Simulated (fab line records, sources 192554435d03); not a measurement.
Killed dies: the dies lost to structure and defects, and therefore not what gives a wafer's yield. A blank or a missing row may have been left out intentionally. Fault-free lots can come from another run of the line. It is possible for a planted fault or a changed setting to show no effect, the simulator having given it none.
What tool caused it? ; flow n5Finfet ; 24 lots, 72 wafers sampled, at 6 steps of a route of 1938

## WHAT EACH GAUGE READ, for each wafer
N5_BEOL_M2_OVL_MEAS_12.
lot;measured;on;M2_OVL (nm)
L074;day 6 10:16;overlay-01;-0.8 -0.6 -0.8
L075;day 7 02:10;overlay-01;-1.2 -1.1 -1.0
L076;day 7 18:16;overlay-02;0.0 0.2 -0.2
L077;day 7 18:59;overlay-01;0.0 0.4 -0.8
L078;day 7 21:50;overlay-02;0.1 0.4 0.3
L079;day 7 22:57;overlay-01;0.4 0.1 0.3
L080;day 8 10:04;overlay-01;-0.5 -1.1 -0.4
L081;day 8 10:28;overlay-01;0.6 0.3 0.6
L082;day 9 00:40;overlay-01;-0.8 -1.0 -0.4
L083;day 9 02:59;overlay-02;0.2 -0.1 -0.6
L084;day 9 03:02;overlay-01;0.4 -0.4 1.2
L085;day 9 06:42;overlay-02;0.3 -0.3 0.3
L086;day 10 05:01;overlay-02;-0.7 -0.3 0.3
L087;day 10 05:07;overlay-02;-1.5 -1.5 -1.0
L089;day 10 07:34;overlay-01;0.0 0.7 -0.3
L088;day 10 17:40;overlay-01;-0.7 -1.9 -0.7
L091;day 10 22:11;overlay-02;-0.3 0.1 -0.4
L090;day 11 05:11;overlay-02;-1.1 -1.2 -1.7
L092;day 11 06:12;overlay-02;-0.4 -1.1 0.7
L093;day 11 13:32;overlay-02;1.1 0.3 0.0
L094;day 11 19:52;overlay-01;-0.4 -0.8 -0.1
L095;day 12 01:08;overlay-01;-1.4 -1.3 -2.7
L096;day 12 07:58;overlay-02;-1.7 -0.9 -1.1
L097;day 12 14:34;overlay-01;-0.8 -0.1 -1.3

N5_BEOL_M2_CD_MEAS_28: target cd 26.2 nm, target cd y 24.1 nm.
lot;measured;on;cdNm (nm)
L074;day 6 11:07;cdSem-02;26.09 26.48 25.89
L075;day 7 03:01;cdSem-01;26.50 26.05 26.17
L076;day 7 19:14;cdSem-01;26.00 26.16 26.42
L077;day 7 19:57;cdSem-02;26.47 26.37 25.80
L078;day 7 22:41;cdSem-03;25.94 25.92 25.82
L079;day 7 23:55;cdSem-03;26.48 26.23 26.52
L080;day 8 11:52;cdSem-03;26.19 25.88 26.46
L081;day 8 12:00;cdSem-01;26.49 26.12 26.20
L082;day 9 01:44;cdSem-03;25.97 25.96 26.36
L083;day 9 04:11;cdSem-01;26.29 25.96 26.47
L084;day 9 04:14;cdSem-02;25.92 25.91 25.60
L085;day 9 07:43;cdSem-01;26.12 26.52 25.75
L086;day 10 06:02;cdSem-03;26.16 26.04 26.36
L087;day 10 06:06;cdSem-02;26.65 26.11 26.32
L089;day 10 08:41;cdSem-02;26.55 26.04 26.09
L088;day 10 19:34;cdSem-03;26.21 26.31 26.26
L091;day 10 23:53;cdSem-02;26.56 26.03 26.24
L090;day 11 07:14;cdSem-02;26.26 26.58 26.34
L092;day 11 07:43;cdSem-03;26.37 26.02 26.08
L093;day 11 14:33;cdSem-03;26.16 25.91 26.34
L094;day 11 20:51;cdSem-01;26.05 26.25 25.94
L095;day 12 02:13;cdSem-03;26.01 26.60 26.97
L096;day 12 09:25;cdSem-03;26.10 26.26 26.24
L097;day 12 16:27;cdSem-03;26.63 26.60 26.10

## EACH LOT AND THE TOOL THAT RAN IT (in order: tool; ch and the chambers of the sampled wafers; start)
lot;N5_BEOL_M1_PRE_CLEAN_45;N5_BEOL_M1_SPUTTER_81;N5_BEOL_M1_ANNEAL_87;N5_BEOL_M1_CMP_52
L074;pvdSputter-03, day 6 04:25;pvdSputter-03, day 6 05:26;pvdSputter-03, day 6 05:44;cmp-01 ch 0,1, day 6 09:04
L075;pvdSputter-03, day 6 16:52;pvdSputter-03, day 6 17:50;pvdSputter-03, day 6 18:08;cmp-01 ch 0,2,3, day 6 23:18
L076;pvdSputter-01, day 7 10:51;pvdSputter-02, day 7 11:51;pvdSputter-02, day 7 12:09;cmp-03 ch 0,1, day 7 16:34
L077;pvdSputter-02, day 7 10:53;pvdSputter-01, day 7 11:57;pvdSputter-01, day 7 12:15;cmp-01 ch 0,1,2, day 7 17:08
L078;pvdSputter-02, day 7 13:55;pvdSputter-02, day 7 15:07;pvdSputter-02, day 7 15:25;cmp-03 ch 0,1, day 7 20:37
L079;pvdSputter-01, day 7 14:10;pvdSputter-01, day 7 15:11;pvdSputter-01, day 7 15:29;cmp-01 ch 0,1,2, day 7 21:10
L080;pvdSputter-03, day 7 22:56;pvdSputter-03, day 7 23:53;pvdSputter-03, day 8 00:11;cmp-01 ch 2,3, day 8 08:53
L081;pvdSputter-01, day 7 23:45;pvdSputter-01, day 8 00:43;pvdSputter-01, day 8 01:01;cmp-04 ch 0,2, day 8 09:11
L082;pvdSputter-02, day 8 20:30;pvdSputter-02, day 8 21:28;pvdSputter-02, day 8 21:46;cmp-03 ch 1,2, day 8 23:16
L083;pvdSputter-03, day 8 20:43;pvdSputter-03, day 8 21:40;pvdSputter-03, day 8 21:58;cmp-04 ch 0,1,2, day 8 23:34
L084;pvdSputter-03, day 8 21:03;pvdSputter-01, day 8 22:04;pvdSputter-01, day 8 22:22;cmp-03 ch 0,1,2, day 8 23:52
L085;pvdSputter-01, day 8 23:58;pvdSputter-03, day 9 01:33;pvdSputter-03, day 9 01:51;cmp-03 ch 0,1, day 9 03:22
L086;pvdSputter-01, day 9 21:25;pvdSputter-03, day 9 23:59;pvdSputter-03, day 10 00:17;cmp-03 ch 0,1,2, day 10 01:48
L087;pvdSputter-02, day 9 21:25;pvdSputter-02, day 10 00:11;pvdSputter-02, day 10 00:29;cmp-03 ch 1,3, day 10 02:06
L089;pvdSputter-01, day 10 02:08;pvdSputter-02, day 10 03:23;pvdSputter-02, day 10 03:41;cmp-04 ch 1,2,3, day 10 05:25
L088;pvdSputter-01, day 10 13:01;pvdSputter-01, day 10 14:26;pvdSputter-01, day 10 14:44;cmp-01 ch 0,2,3, day 10 16:15
L091;pvdSputter-01, day 10 17:12;pvdSputter-01, day 10 18:20;pvdSputter-01, day 10 18:38;cmp-04 ch 1,2,3, day 10 20:10
L090;pvdSputter-01, day 10 21:56;pvdSputter-01, day 10 23:10;pvdSputter-01, day 10 23:28;cmp-03 ch 0,2,3, day 11 01:01
L092;pvdSputter-02, day 11 01:10;pvdSputter-01, day 11 02:41;pvdSputter-01, day 11 02:59;cmp-03 ch 1,2,3, day 11 04:30
L093;pvdSputter-03, day 11 09:14;pvdSputter-02, day 11 10:12;pvdSputter-02, day 11 10:30;cmp-04 ch 2,3, day 11 12:03
L094;pvdSputter-01, day 11 15:12;pvdSputter-02, day 11 16:20;pvdSputter-02, day 11 16:38;cmp-03 ch 2,3, day 11 18:21
L095;pvdSputter-01, day 11 19:00;pvdSputter-03, day 11 21:46;pvdSputter-03, day 11 22:04;cmp-04 ch 2,3, day 11 23:43
L096;pvdSputter-01, day 12 00:17;pvdSputter-01, day 12 02:58;pvdSputter-01, day 12 03:16;cmp-04 ch 0,1, day 12 04:49
L097;pvdSputter-03, day 12 08:28;pvdSputter-02, day 12 09:33;pvdSputter-02, day 12 09:51;cmp-01 ch 0,1,2, day 12 12:26
- N5_BEOL_M1_PRE_CLEAN_45: time 30 s.
- N5_BEOL_M1_SPUTTER_81: material Cu, target thk 4.5 nm, time 8.29 s.
- N5_BEOL_M1_ANNEAL_87: time 240 s.
- N5_BEOL_M1_CMP_52: polishes, stops on SiOC, t overpolish 6.8 s, target thk 40 nm.

## WHAT THE TOOLS THEMSELVES READ (means of the sampled wafers that have a number; where no wafer has one, the mark that the record gives instead)
N5_BEOL_M1_PRE_CLEAN_45.
lot;tool;heaterPowerW (W)
L074;pvdSputter-03;339
L075;pvdSputter-03;311
L076;pvdSputter-01;311
L077;pvdSputter-02;302
L078;pvdSputter-02;386
L079;pvdSputter-01;351
L080;pvdSputter-03;322
L081;pvdSputter-01;329
L082;pvdSputter-02;314
L083;pvdSputter-03;312
L084;pvdSputter-03;328
L085;pvdSputter-01;309
L086;pvdSputter-01;319
L087;pvdSputter-02;344
L089;pvdSputter-01;331
L088;pvdSputter-01;334
L091;pvdSputter-01;337
L090;pvdSputter-01;327
L092;pvdSputter-02;352
L093;pvdSputter-03;332
L094;pvdSputter-01;357
L095;pvdSputter-01;329
L096;pvdSputter-01;339
L097;pvdSputter-03;312

N5_BEOL_M1_SPUTTER_81.
lot;tool;throttleValvePct (%)
L074;pvdSputter-03;31.0
L075;pvdSputter-03;30.0
L076;pvdSputter-02;29.9
L077;pvdSputter-01;29.3
L078;pvdSputter-02;30.3
L079;pvdSputter-01;29.8
L080;pvdSputter-03;29.8
L081;pvdSputter-01;30.5
L082;pvdSputter-02;29.5
L083;pvdSputter-03;31.7
L084;pvdSputter-01;30.6
L085;pvdSputter-03;28.9
L086;pvdSputter-03;29.7
L087;pvdSputter-02;30.0
L089;pvdSputter-02;30.2
L088;pvdSputter-01;29.9
L091;pvdSputter-01;30.2
L090;pvdSputter-01;30.9
L092;pvdSputter-01;29.4
L093;pvdSputter-02;30.1
L094;pvdSputter-02;30.1
L095;pvdSputter-03;30.7
L096;pvdSputter-01;31.1
L097;pvdSputter-02;30.6

N5_BEOL_M1_ANNEAL_87.
lot;tool;heaterPowerW (W)
L074;pvdSputter-03;824
L075;pvdSputter-03;854
L076;pvdSputter-02;875
L077;pvdSputter-01;809
L078;pvdSputter-02;879
L079;pvdSputter-01;778
L080;pvdSputter-03;792
L081;pvdSputter-01;883
L082;pvdSputter-02;882
L083;pvdSputter-03;757
L084;pvdSputter-01;834
L085;pvdSputter-03;879
L086;pvdSputter-03;810
L087;pvdSputter-02;757
L089;pvdSputter-02;863
L088;pvdSputter-01;825
L091;pvdSputter-01;825
L090;pvdSputter-01;884
L092;pvdSputter-01;815
L093;pvdSputter-02;761
L094;pvdSputter-02;763
L095;pvdSputter-03;779
L096;pvdSputter-01;855
L097;pvdSputter-02;879

N5_BEOL_M1_CMP_52.
lot;tool;barrierFieldEndpointS (s);motorCurrentA (A);overpolishRunS (s);timeToEndpointS (s)
L074;cmp-01;24.3;6.2;6.798;61
L075;cmp-01;24.2;5.8;6.802;61
L076;cmp-03;24.8;6.0;6.807;64
L077;cmp-01;24.1;5.9;6.791;60
L078;cmp-03;24.7;6.1;6.790;63
L079;cmp-01;24.5;6.0;6.790;58
L080;cmp-01;24.2;5.7;6.801;60
L081;cmp-04;25.3;5.7;6.796;65
L082;cmp-03;25.1;5.2;6.809;64
L083;cmp-04;25.3;5.9;6.806;66
L084;cmp-03;24.8;5.6;6.803;67
L085;cmp-03;25.1;6.2;6.798;66
L086;cmp-03;24.8;5.7;6.810;64
L087;cmp-03;24.9;5.9;6.804;65
L089;cmp-04;25.1;5.8;6.806;62
L088;cmp-01;23.5;5.6;6.799;58
L091;cmp-04;24.9;5.5;6.798;67
L090;cmp-03;24.8;5.5;6.805;66
L092;cmp-03;25.5;5.6;6.800;66
L093;cmp-04;24.7;5.5;6.798;64
L094;cmp-03;25.0;5.5;6.807;63
L095;cmp-04;24.6;5.5;6.798;64
L096;cmp-04;24.2;5.9;6.795;61
L097;cmp-01;23.9;6.1;6.801;60

## THE ANSWER, worked out from the rows above alone
Rule: the usual values come from the lots themselves. Put in order of their means at a reading, lots are off if they are a third of the lots or fewer, leave a main group of 4 or more, and stand apart from it by a gap of 3 or more times the standard deviation of the main group's means; of several such gaps the widest counts. Not used: any main group whose means are identical at the precision the tables above print for the reading. Also off: a lot with no number at a reading for which 4 or more lots have one. Where the step has rows for the other lots, those lots are counted as sound. Order of review: gauges by route order, followed by the tools' own readings, for which a lot's mean as printed above is used. At the first step where some lot is off, the reading lying furthest off is the one used; lots without a number count as furthest.
None of the lots is off at any reading shown; this tells nothing.

## WHAT THE SIMULATOR PUT IN
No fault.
